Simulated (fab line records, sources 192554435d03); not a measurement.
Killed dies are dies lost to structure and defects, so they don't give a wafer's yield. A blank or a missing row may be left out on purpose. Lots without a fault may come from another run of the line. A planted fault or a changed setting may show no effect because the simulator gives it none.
Which tool did it? | flow n5_finfet | 12 lots, 36 wafers sampled, at 5 steps of a route of 1938

WHAT THE GAUGES READ, wafer by wafer
N5_SPACER0_INSPECT_04: inspects for defects (darkfield).
lot  | measured    | on                | raw_defect_count
L075 | day 3 07:22 | defect_inspect-02 | 124 110 103
L077 | day 3 17:21 | defect_inspect-02 | 117 155 140
L079 | day 4 10:24 | defect_inspect-02 | 131 144 136
L081 | day 4 20:43 | defect_inspect-01 | 101 123 111
L083 | day 5 07:41 | defect_inspect-02 | 121 105 89
L085 | day 5 20:17 | defect_inspect-02 | 126 136 109
L087 | day 6 06:58 | defect_inspect-02 | 74 91 76
L089 | day 6 19:20 | defect_inspect-01 | 77 129 129
L091 | day 7 07:35 | defect_inspect-02 | 168 202 228
L093 | day 7 20:56 | defect_inspect-01 | 121 150 155
L095 | day 8 06:45 | defect_inspect-02 | 171 217 182
L097 | day 8 21:46 | defect_inspect-02 | 125 184 152

WHICH TOOL RAN EACH LOT (tool, then ch and the chambers of the sampled wafers, then the start)
lot  | N5_FIN_SAQP_ETCH_57               | N5_FIN_SAQP_SPACER2_ALD_28       | N5_FIN_SAQP_ETCH_34               | N5_FIN_CUT_CUT_ETCH_26
L075 | rie_diel-06 ch 1,2,3, day 2 06:01 | ald_sin-03 ch 0,3, day 2 07:00   | rie_diel-03 ch 1,2,3, day 2 07:38 | rie_diel-02 ch 2,3, day 2 09:06
L077 | rie_diel-06 ch 0,1,3, day 2 17:24 | ald_sin-01 ch 0,2,3, day 2 18:23 | rie_diel-04 ch 0,2,3, day 2 19:28 | rie_diel-02 ch 1,2,3, day 2 20:47
L079 | rie_diel-03 ch 1,3, day 3 07:34   | ald_sin-02 ch 1,3, day 3 09:10   | rie_diel-04 ch 1,2,3, day 3 09:49 | rie_diel-01 ch 0,2,3, day 3 11:22
L081 | rie_diel-03 ch 1,2,3, day 3 18:51 | ald_sin-03 ch 0,1,3, day 3 19:58 | rie_diel-06 ch 0,1,2, day 3 20:37 | rie_diel-05 ch 0,1,2, day 3 22:22
L083 | rie_diel-03 ch 0,1, day 4 06:27   | ald_sin-02 ch 0,1,3, day 4 07:55 | rie_diel-03 ch 0,1, day 4 08:33   | rie_diel-01 ch 0,2, day 4 10:00
L085 | rie_diel-04 ch 2,3, day 4 17:59   | ald_sin-01 ch 0,2, day 4 19:50   | rie_diel-06 ch 1,2,3, day 4 20:29 | rie_diel-02 ch 0,2, day 4 21:56
L087 | rie_diel-06 ch 0,2,3, day 5 07:28 | ald_sin-01 ch 0,1,2, day 5 08:37 | rie_diel-03 ch 0,2, day 5 09:35   | rie_diel-05 ch 0,1,3, day 5 10:55
L089 | rie_diel-04 ch 1,3, day 5 20:00   | ald_sin-02 ch 1,2,3, day 5 21:20 | rie_diel-04 ch 1,2, day 5 22:02   | rie_diel-01 ch 1,2,3, day 5 23:22
L091 | rie_diel-03 ch 0,1, day 6 06:04   | ald_sin-01 ch 0,2,3, day 6 07:32 | rie_diel-03 ch 0,2,3, day 6 08:11 | rie_diel-01 ch 1,2, day 6 09:30
L093 | rie_diel-04 ch 2,3, day 6 19:15   | ald_sin-02 ch 0,2, day 6 20:29   | rie_diel-03 ch 0,1,2, day 6 21:16 | rie_diel-05 ch 0,3, day 6 22:35
L095 | rie_diel-06 ch 0,2, day 7 07:34   | ald_sin-03 ch 0,3, day 7 08:41   | rie_diel-04 ch 1,3, day 7 09:20   | rie_diel-01 ch 0,2, day 7 10:40
L097 | rie_diel-03 ch 0,1,2, day 7 18:57 | ald_sin-02 ch 2,3, day 7 19:55   | rie_diel-03 ch 1,2, day 7 20:34   | rie_diel-01 ch 0,1,2, day 7 21:53
- N5_FIN_SAQP_ETCH_57: etches SiNx in CH3F/O2, target depth 32.5 nm, time 46.4 s.
- N5_FIN_SAQP_SPACER2_ALD_28: deposits SiO2, target thk 8.1 nm, pulse time 1 s, purge time 2 s.
- N5_FIN_SAQP_ETCH_34: etches SiO2 in C4F6/O2, target depth 45 nm, time 15 s.
- N5_FIN_CUT_CUT_ETCH_26: etches SiNx in CH3F/O2, target depth 39 nm, time 55.7 s.

THE ANSWER, worked out from the rows above alone
Rule: what is usual is taken from the lots themselves. Put in order of their means at a reading, lots are off if they are a third of the lots or fewer, leave a main group of 4 or more, and stand apart from it by a gap of 3 or more times the standard deviation of the main group's means; of several such gaps the widest counts. A main group whose means are all the same, to the digits that the tables above print for the reading, isn't used. A lot without any number at a reading at which 4 lots or more have one is off too. The other lots that the step has rows for count as sound.
No lot is off at any reading shown: from this, nothing can be told.

WHAT THE SIMULATOR HAD PUT IN
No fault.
